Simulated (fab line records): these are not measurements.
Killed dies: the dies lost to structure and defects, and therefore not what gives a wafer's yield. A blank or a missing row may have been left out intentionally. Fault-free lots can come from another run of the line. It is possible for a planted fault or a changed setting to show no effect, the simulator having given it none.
Which of the tools did it? :: flow nand harc :: 12 lots, 36 wafers sampled, at 4 steps of a route of 1302

## WHAT THE GAUGES READ, wafer by wafer
The record holds no reading of a measuring or inspecting step that can be judged against a usual standard deviation.

## WHAT TOOL EACH LOT RAN ON (gives the tool, then ch and the chambers of the sampled wafers, and finally the start)
lot: L747
NHARC_P_GATE_STRIP_101: rie diel-10 ch 0,1,3, day 5 16:29
NHARC_P_GATE_RTA_80: rtp anneal-01 ch 0, day 5 23:11
NHARC_P_CONTACT_DEP_30: pecvd-03 ch 0,1,2, day 5 23:54
NHARC_P_CONTACT_ETCH_35: rie diel-04 ch 0,1,2, day 6 01:44

lot: L748
NHARC_P_GATE_STRIP_101: rie diel-10 ch 0,2, day 5 21:09
NHARC_P_GATE_RTA_80: rtp anneal-01 ch 0, day 6 04:01
NHARC_P_CONTACT_DEP_30: pecvd-02 ch 0,1,2, day 6 04:41
NHARC_P_CONTACT_ETCH_35: rie diel-01 ch 1,2, day 6 06:30

lot: L749
NHARC_P_GATE_STRIP_101: rie diel-10 ch 0,2, day 6 15:25
NHARC_P_GATE_RTA_80: rtp anneal-01 ch 0, day 6 22:18
NHARC_P_CONTACT_DEP_30: pecvd-03 ch 1,2, day 6 23:00
NHARC_P_CONTACT_ETCH_35: rie diel-04 ch 1,3, day 7 00:49

lot: L750
NHARC_P_GATE_STRIP_101: rie diel-06 ch 0,1, day 7 00:41
NHARC_P_GATE_RTA_80: rtp anneal-01 ch 0, day 7 07:38
NHARC_P_CONTACT_DEP_30: pecvd-02 ch 0,2, day 7 08:20
NHARC_P_CONTACT_ETCH_35: rie diel-04 ch 0,2, day 7 10:02

lot: L751
NHARC_P_GATE_STRIP_101: rie diel-07 ch 0,1,3, day 7 02:39
NHARC_P_GATE_RTA_80: rtp anneal-01 ch 0, day 7 10:07
NHARC_P_CONTACT_DEP_30: pecvd-03 ch 0,2, day 7 10:50
NHARC_P_CONTACT_ETCH_35: rie diel-04 ch 0,1,3, day 7 12:57

lot: L752
NHARC_P_GATE_STRIP_101: rie diel-07 ch 1,2,3, day 7 23:00
NHARC_P_GATE_RTA_80: rtp anneal-02 ch 0, day 8 05:51
NHARC_P_CONTACT_DEP_30: pecvd-03 ch 0,1,2, day 8 06:37
NHARC_P_CONTACT_ETCH_35: rie diel-01 ch 0,2,3, day 8 08:23

lot: L753
NHARC_P_GATE_STRIP_101: rie diel-10 ch 0,3, day 8 09:10
NHARC_P_GATE_RTA_80: rtp anneal-02 ch 0, day 8 15:52
NHARC_P_CONTACT_DEP_30: pecvd-03 ch 0,1,2, day 8 16:37
NHARC_P_CONTACT_ETCH_35: rie diel-12 ch 1,2,3, day 8 18:16

lot: L755
NHARC_P_GATE_STRIP_101: rie diel-07 ch 1,2, day 8 23:53
NHARC_P_GATE_RTA_80: rtp anneal-02 ch 0, day 9 06:34
NHARC_P_CONTACT_DEP_30: pecvd-02 ch 0,1,2, day 9 07:22
NHARC_P_CONTACT_ETCH_35: rie diel-01 ch 0,2,3, day 9 09:02

lot: L756
NHARC_P_GATE_STRIP_101: rie diel-06 ch 0,1,3, day 9 13:11
NHARC_P_GATE_RTA_80: rtp anneal-02 ch 0, day 9 19:50
NHARC_P_CONTACT_DEP_30: pecvd-04 ch 0,1,2, day 9 20:34
NHARC_P_CONTACT_ETCH_35: rie diel-04 ch 0,2,3, day 9 22:24

lot: L757
NHARC_P_GATE_STRIP_101: rie diel-10 ch 2,3, day 9 22:35
NHARC_P_GATE_RTA_80: rtp anneal-01 ch 0, day 10 05:15
NHARC_P_CONTACT_DEP_30: pecvd-03 ch 0,1, day 10 05:58
NHARC_P_CONTACT_ETCH_35: rie diel-12 ch 0,2,3, day 10 07:47

lot: L758
NHARC_P_GATE_STRIP_101: rie diel-06 ch 1,2,3, day 10 11:12
NHARC_P_GATE_RTA_80: rtp anneal-02 ch 0, day 10 17:52
NHARC_P_CONTACT_DEP_30: pecvd-03 ch 0,1,2, day 10 18:38
NHARC_P_CONTACT_ETCH_35: rie diel-04 ch 1,2, day 10 20:19

lot: L765
NHARC_P_GATE_STRIP_101: rie diel-07 ch 0,2,3, day 13 03:55
NHARC_P_GATE_RTA_80: rtp anneal-02 ch 0, day 13 10:45
NHARC_P_CONTACT_DEP_30: pecvd-02 ch 0,1,2, day 13 11:26
NHARC_P_CONTACT_ETCH_35: rie diel-04 ch 0,1,3, day 13 13:16
- NHARC_P_GATE_STRIP_101: strips in O2, time 20 s.
- NHARC_P_GATE_RTA_80: time 30 s.
- NHARC_P_CONTACT_DEP_30: deposits SiNx, target thk 30 nm.
- NHARC_P_CONTACT_ETCH_35: etches the open film in CF4, target depth 39 nm, time 65 s.

## WHAT THE TOOLS THEMSELVES READ (means of the sampled wafers that have a number; where no wafer has one, the mark that the record gives instead)
NHARC_P_GATE_STRIP_101. Usual: drypump motor current A 5.7 A, standard deviation 0.41; oes product au 1.004 a.u., standard deviation 0.0069; rf vpp V 58.0 V, standard deviation 0.82; showerhead plenum p Torr 3.60 Torr, standard deviation 0.14; throttle valve pct 17.036 %, standard deviation 0.0094.
lot: L747
tool: rie diel-10
drypump motor current A (A): 5.4
oes product au (a.u.): 1.009
rf vpp V (V): 57.9
showerhead plenum p Torr (Torr): 3.51
throttle valve pct (%): 17.028
flag: 

lot: L748
tool: rie diel-10
drypump motor current A (A): 5.4
oes product au (a.u.): 1.008
rf vpp V (V): 58.1
showerhead plenum p Torr (Torr): 3.55
throttle valve pct (%): 17.041
flag: 

lot: L749
tool: rie diel-10
drypump motor current A (A): 5.5
oes product au (a.u.): 1.003
rf vpp V (V): 58.3
showerhead plenum p Torr (Torr): 3.47
throttle valve pct (%): 17.042
flag: 

lot: L750
tool: rie diel-06
drypump motor current A (A): 5.3
oes product au (a.u.): 1.007
rf vpp V (V): 58.4
showerhead plenum p Torr (Torr): 3.75
throttle valve pct (%): 17.033
flag: 

lot: L751
tool: rie diel-07
drypump motor current A (A): 5.9
oes product au (a.u.): 1.010
rf vpp V (V): 58.3
showerhead plenum p Torr (Torr): 3.63
throttle valve pct (%): 17.026
flag: 

lot: L752
tool: rie diel-07
drypump motor current A (A): 5.6
oes product au (a.u.): 1.003
rf vpp V (V): 57.6
showerhead plenum p Torr (Torr): 3.53
throttle valve pct (%): 17.036
flag: 

lot: L753
tool: rie diel-10
drypump motor current A (A): 5.4
oes product au (a.u.): 1.010
rf vpp V (V): 57.7
showerhead plenum p Torr (Torr): 3.55
throttle valve pct (%): 17.041
flag: 

lot: L755
tool: rie diel-07
drypump motor current A (A): 5.7
oes product au (a.u.): 0.999
rf vpp V (V): 57.8
showerhead plenum p Torr (Torr): 3.48
throttle valve pct (%): 17.029
flag: 

lot: L756
tool: rie diel-06
drypump motor current A (A): 5.5
oes product au (a.u.): 0.998
rf vpp V (V): 58.2
showerhead plenum p Torr (Torr): 3.75
throttle valve pct (%): 17.031
flag: 

lot: L757
tool: rie diel-10
drypump motor current A (A): 5.5
oes product au (a.u.): 1.001
rf vpp V (V): 58.7
showerhead plenum p Torr (Torr): 3.39
throttle valve pct (%): 17.045
flag: 

lot: L758
tool: rie diel-06
drypump motor current A (A): 5.8
oes product au (a.u.): 1.002
rf vpp V (V): 58.3
showerhead plenum p Torr (Torr): 3.69
throttle valve pct (%): 17.027
flag: 

lot: L765
tool: rie diel-07
drypump motor current A (A): 5.9
oes product au (a.u.): 1.012
rf vpp V (V): 58.7
showerhead plenum p Torr (Torr): 3.61
throttle valve pct (%): 17.041
flag: 

NHARC_P_GATE_RTA_80. Usual: wafer_temp_C_max 301.7, standard deviation 0.55.
lot: L747
tool: rtp anneal-01
wafer_temp_C_max: 301.8
flag: 

lot: L748
tool: rtp anneal-01
wafer_temp_C_max: 302.0
flag: 

lot: L749
tool: rtp anneal-01
wafer_temp_C_max: 302.4
flag: 

lot: L750
tool: rtp anneal-01
wafer_temp_C_max: 302.2
flag: 

lot: L751
tool: rtp anneal-01
wafer_temp_C_max: 302.2
flag: 

lot: L752
tool: rtp anneal-02
wafer_temp_C_max: 301.5
flag: 

lot: L753
tool: rtp anneal-02
wafer_temp_C_max: 301.0
flag: 

lot: L755
tool: rtp anneal-02
wafer_temp_C_max: 301.5
flag: 

lot: L756
tool: rtp anneal-02
wafer_temp_C_max: 301.2
flag: 

lot: L757
tool: rtp anneal-01
wafer_temp_C_max: 301.8
flag: 

lot: L758
tool: rtp anneal-02
wafer_temp_C_max: 300.9
flag: 

lot: L765
tool: rtp anneal-02
wafer_temp_C_max: 301.2
flag: 

NHARC_P_CONTACT_DEP_30. Usual: heater power w 704 W, standard deviation 70; rf fwd power W 448.9 W, standard deviation 1.4.
lot: L747
tool: pecvd-03
heater power w (W): 719
rf fwd power W (W): 448.3
flag: 

lot: L748
tool: pecvd-02
heater power w (W): 733
rf fwd power W (W): 448.8
flag: 

lot: L749
tool: pecvd-03
heater power w (W): 678
rf fwd power W (W): 448.1
flag: 

lot: L750
tool: pecvd-02
heater power w (W): 733
rf fwd power W (W): 449.1
flag: 

lot: L751
tool: pecvd-03
heater power w (W): 684
rf fwd power W (W): 448.2
flag: 

lot: L752
tool: pecvd-03
heater power w (W): 688
rf fwd power W (W): 449.1
flag: 

lot: L753
tool: pecvd-03
heater power w (W): 664
rf fwd power W (W): 449.0
flag: 

lot: L755
tool: pecvd-02
heater power w (W): 716
rf fwd power W (W): 448.4
flag: 

lot: L756
tool: pecvd-04
heater power w (W): 801
rf fwd power W (W): 448.3
flag: 

lot: L757
tool: pecvd-03
heater power w (W): 697
rf fwd power W (W): 449.2
flag: 

lot: L758
tool: pecvd-03
heater power w (W): 672
rf fwd power W (W): 447.1
flag: 

lot: L765
tool: pecvd-02
heater power w (W): 704
rf fwd power W (W): 474.5
flag: OFF

NHARC_P_CONTACT_ETCH_35. Usual: drypump motor current A 5.9 A, standard deviation 0.52; oes product au 0.999 a.u., standard deviation 0.007; rf vpp V 151.4 V, standard deviation 1.4; showerhead plenum p Torr 1.78 Torr, standard deviation 0.082; throttle valve pct 13.284 %, standard deviation 0.01.
lot: L747
tool: rie diel-04
drypump motor current A (A): 5.5
oes product au (a.u.): 1.004
rf vpp V (V): 151.8
showerhead plenum p Torr (Torr): 1.80
throttle valve pct (%): 13.294
flag: 

lot: L748
tool: rie diel-01
drypump motor current A (A): 6.1
oes product au (a.u.): 1.002
rf vpp V (V): 151.5
showerhead plenum p Torr (Torr): 1.76
throttle valve pct (%): 13.278
flag: 

lot: L749
tool: rie diel-04
drypump motor current A (A): 5.4
oes product au (a.u.): 0.999
rf vpp V (V): 149.9
showerhead plenum p Torr (Torr): 1.73
throttle valve pct (%): 13.285
flag: 

lot: L750
tool: rie diel-04
drypump motor current A (A): 6.0
oes product au (a.u.): 1.008
rf vpp V (V): 152.7
showerhead plenum p Torr (Torr): 1.87
throttle valve pct (%): 13.286
flag: 

lot: L751
tool: rie diel-04
drypump motor current A (A): 5.2
oes product au (a.u.): 0.997
rf vpp V (V): 151.5
showerhead plenum p Torr (Torr): 1.75
throttle valve pct (%): 13.292
flag: 

lot: L752
tool: rie diel-01
drypump motor current A (A): 6.0
oes product au (a.u.): 1.002
rf vpp V (V): 151.7
showerhead plenum p Torr (Torr): 1.81
throttle valve pct (%): 13.287
flag: 

lot: L753
tool: rie diel-12
drypump motor current A (A): 6.1
oes product au (a.u.): 1.002
rf vpp V (V): 150.5
showerhead plenum p Torr (Torr): 1.74
throttle valve pct (%): 13.286
flag: 

lot: L755
tool: rie diel-01
drypump motor current A (A): 6.0
oes product au (a.u.): 0.997
rf vpp V (V): 151.4
showerhead plenum p Torr (Torr): 1.81
throttle valve pct (%): 13.288
flag: 

lot: L756
tool: rie diel-04
drypump motor current A (A): 5.7
oes product au (a.u.): 0.997
rf vpp V (V): 151.6
showerhead plenum p Torr (Torr): 1.82
throttle valve pct (%): 13.281
flag: 

lot: L757
tool: rie diel-12
drypump motor current A (A): 6.1
oes product au (a.u.): 0.998
rf vpp V (V): 150.9
showerhead plenum p Torr (Torr): 1.79
throttle valve pct (%): 13.283
flag: 

lot: L758
tool: rie diel-04
drypump motor current A (A): 5.6
oes product au (a.u.): 1.000
rf vpp V (V): 151.0
showerhead plenum p Torr (Torr): 1.75
throttle valve pct (%): 13.285
flag: 

lot: L765
tool: rie diel-04
drypump motor current A (A): 5.2
oes product au (a.u.): 1.004
rf vpp V (V): 151.5
showerhead plenum p Torr (Torr): 1.75
throttle valve pct (%): 13.298
flag: 

## THE ANSWER, worked out from the rows above alone
Rule: a lot is off if the mean of its wafers that have a number lies more than 3 standard deviations from the usual mean. A lot without any number at a reading at which 4 lots or more have one is off too. All remaining lots with rows at the step are treated as sound. Order of review: gauges by route order, followed by the tools' own readings, for which a lot's mean as printed above is used. At the first step where some lot is off, the reading lying furthest off is the one used; lots without a number count as furthest.
Off: L765 (NHARC_P_CONTACT_DEP_30, rf fwd power W).
If a tool, at that step or one of the process steps before it, ran each lot that is off and ran no sound lot following the first of them, it fits. Can't be told from this: 3 tools fit, rie diel-07 at NHARC_P_GATE_STRIP_101, rtp anneal-02 at NHARC_P_GATE_RTA_80, pecvd-02 at NHARC_P_CONTACT_DEP_30.

## WHAT THE SIMULATOR HAD PUT IN
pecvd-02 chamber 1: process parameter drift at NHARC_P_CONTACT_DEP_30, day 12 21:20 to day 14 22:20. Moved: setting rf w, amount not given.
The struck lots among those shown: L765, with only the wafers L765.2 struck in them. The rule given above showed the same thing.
